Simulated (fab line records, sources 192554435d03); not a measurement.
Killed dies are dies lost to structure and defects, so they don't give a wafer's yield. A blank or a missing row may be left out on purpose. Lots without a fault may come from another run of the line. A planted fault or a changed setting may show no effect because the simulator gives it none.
A struck lot beside a sound one | flow n5_finfet | 16 steps out of a route of 1938
Sound: wafers L586.1, L586.2, L586.3. Struck: wafers L593.1, L593.4, L593.5. The cause comes at the end.
At each step with rows: each side's tool, then ch and its chambers, then its first start. Under that, the readings that differ: sound wafers | struck wafers | difference of the means | sigmas: that difference in standard deviations of wafers without a fault.
alike: readings whose means differ by less than 2 such deviations, and words and numbers that are the same on both sides. not compared: withheld readings, readings that some wafer has no value for, bounds like >300 that may hide the same value, and numbers for which the record gives no deviation and whose values overlap.
The two part at a step that has a row with sigmas, a row that says differs or no value, or rows on one side only. Numbers that don't overlap but have no deviation are shown without sigmas and don't part them. A reading that every wafer of one side lacks parts them only if that side has two wafers or more.

first, 7 steps without rows for these wafers: N5_HKMG_FIN_COAT_42 (time 60 s, resist thk 35 nm); N5_HKMG_FIN_COAT_43 (resist thk 90 nm); N5_HKMG_FIN_EBR_45; N5_HKMG_FIN_SOFTBAKE_44 (time 60 s); N5_HKMG_FIN_EXPOSE_46 (exposes mask NDIPOLE); N5_HKMG_FIN_PEB_47 (peb time 60 s); N5_HKMG_FIN_DEVELOP_48 (develop time 30 s).
N5_HKMG_FIN_CD_MEAS_49: target cd 202 nm.
  sound on cd_sem-01 ch 0, day 5 05:47; struck on cd_sem-03 ch 0, day 7 01:40
  alike: cd_nm
N5_HKMG_FIN_OVL_MEAS_50:
  sound on overlay-02 ch 0, day 5 05:49; struck on overlay-02 ch 0, day 7 01:42
  alike: NDIPOLE_OVL
N5_HKMG_FIN_INSPECT_61: inspects for defects (macro).
  sound on defect_inspect-01, day 5 05:50; struck on defect_inspect-02, day 7 01:44
  alike: raw_defect_count
N5_HKMG_FIN_DESCUM_53: chemistry O2, time 7.9 s.
  sound on rie_diel-03 ch 0,2,3, day 5 05:53; struck on rie_diel-03 ch 0,1, day 7 01:55
  alike: drypump_motor_current_A, oes_product_au, rf_fwd_power_W, rf_vpp_V, showerhead_plenum_p_Torr, throttle_valve_pct
  not compared: rf_hours_counter_h
N5_HKMG_FIN_ETCH_54: etches SiARC in CF4, target depth 45.5 nm, time 75.8 s.
  sound on rie_diel-03 ch 0,2,3, day 5 05:55; struck on rie_diel-03 ch 0,1, day 7 01:56
  alike: bias_w, drypump_motor_current_A, etch_rf_on_time_s, mfc_ar_sccm, oes_product_au, rf_fwd_power_W, rf_vpp_V, showerhead_plenum_p_Torr, throttle_valve_pct
  not compared: rf_hours_counter_h
N5_HKMG_FIN_ETCH_55: etches SOC in N2/H2, target depth 240 nm, time 300 s.
  sound on rie_diel-03 ch 0,2,3, day 5 05:58; struck on rie_diel-03 ch 0,1, day 7 02:00
  reading                                     | sound             | struck            | difference | sigmas
  bias_w (W)                                  | 150.7 150.6 150.3 | 163.5 163.8 163.7 | +13.1      | +27
  rf_vpp_V (V)                                | 525 522 528       | 550 559 550       | +28        | +9
  model.SiARC_of_HKMG_FIN_COAT_42.thk_nm (nm) | 20.8 19.8 20.2    | 19 18.2 19        | -2         |
  alike: drypump_motor_current_A, oes_product_au, rf_fwd_power_W, showerhead_plenum_p_Torr, throttle_valve_pct
  not compared: rf_hours_counter_h
then, 1 step without rows for these wafers: N5_HKMG_FIN_STRIP_56 (strips in N2/H2).
-- the record jumps here: 4 days lie between the struck wafers' starts before and after (it left off in module HKMG_FIN and takes up again in module BEOL_M4, whose first step shown is number 1111 of the route) --
N5_BEOL_M4_RC_MEAS_101:
  sound on prober-02 ch 0, day 9 03:44; struck on prober-02 ch 0, day 10 22:44
  reading       | sound       | struck      | difference | sigmas
  ION_N (uA/um) | 684 697 687 | 647 654 639 | -43        | -2
  alike: DIBL_N, DIBL_P, IOFF_N, IOFF_P, ION_P, SS_N, SS_P, VT_N, VT_P
then, 1 step without rows for these wafers: N5_PASSIVATION_PROBE_49.

WHERE THEY PART
First at N5_HKMG_FIN_ETCH_55; last, within this record, at N5_BEOL_M4_RC_MEAS_101.

WHY: what the simulator had put in
Process parameter drift: rie_diel-03, from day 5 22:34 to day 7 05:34, at N5_HKMG_FIN_ETCH_55. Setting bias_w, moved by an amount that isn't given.
